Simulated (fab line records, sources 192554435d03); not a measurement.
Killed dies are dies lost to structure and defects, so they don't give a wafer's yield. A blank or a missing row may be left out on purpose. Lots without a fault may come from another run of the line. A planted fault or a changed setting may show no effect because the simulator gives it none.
Problem report in the 8D (eight disciplines) form, filled by code | flow n5_finfet | the parts of the form that need people (team, actions taken, sign-off) are left out

1. THE PROBLEM
spin_speed_rpm at N5_BEOL_M14_COAT_65 reads a mean of 1465.3 rpm on 6 wafers of 2 lots; wafers without a fault read 1500.0 rpm with a standard deviation of 1.1. That is -32 standard deviations from the usual mean.
The step: time 60 s, resist thk 450 nm.
First seen on wafer L370.1, day 15 03:28, on litho_track-04. The record holds 31 wafers of 11 lots with a number at this step. Rule for "out", or "out of limits": more than 4 standard deviations from the usual mean. The other wafers with a number count as sound.

2. WHAT IT IS AND WHAT IT IS NOT
question                    | is                     | is not
which readings at this step | spin_speed_rpm         | resist_line_temp_C
which lots                  | L370, L371             | L356, L358, L361, L367, L369, L373, L374, L376, L377
which wafers of those lots  | all that have a number | -
read on which tools         | litho_track-04         | litho_track-03, litho_track-05
when                        | from day 15 03:28      | up to then (15 sound wafers); but 10 sound wafers of L373, L374, L376, L377 came after

3. SUSPECTS, AND WHAT RULES EACH OUT
Counting: a tool at a process step up to the reading stays a suspect if it ran every lot that is out and no sound lot after the first of them.
- rie_diel-03 at N5_BEOL_M14_ETCH_59 (etches BARC in N2/H2, target depth 89 nm, overetch 26.7 nm, time 67.9 s): ruled out as a lasting fault. Sound lots L373 ran on it after its first lot that is out, L370 (day 15 03:00).
- litho_track-04 at N5_BEOL_M14_COAT_65 (time 60 s, resist thk 450 nm): kept. It ran every lot that is out, first L370 (day 15 03:28), and no sound lot after that; its last sound lot up to then is L367 (day 14 13:46). Its own readings are out on those wafers: spin_speed_rpm.
Left after counting: litho_track-04 at N5_BEOL_M14_COAT_65.

4. THE CAUSE (what the simulator had put in)
Process parameter drift: litho_track-04, from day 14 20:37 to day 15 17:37, at N5_BEOL_M14_COAT_65. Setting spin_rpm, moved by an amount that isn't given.
Counting left only this tool.

5. THE CHAIN OF EFFECTS, in route order
Each row: a reading whose mean over the struck wafers that have a number lies more than 3 standard deviations from the usual. Only readings for which the record gives a usual standard deviation are gone through. hours: the time from each lot's start at the first step in this table that gives one to its start at this step, as a median over the lots. sigmas: the change in usual standard deviations.
hours | step                | reading        | usual      | on struck wafers | change | sigmas
0     | N5_BEOL_M14_COAT_65 | spin_speed_rpm | 1500.0 rpm | 1465.3           | -34.7  | -32
The process steps in it:
- N5_BEOL_M14_COAT_65: time 60 s, resist thk 450 nm.

6. WHAT WOULD HAVE CAUGHT IT SOONER
In this record the first reading out of limits was taken at day 15 03:28, 7 hours after the fault began at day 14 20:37.
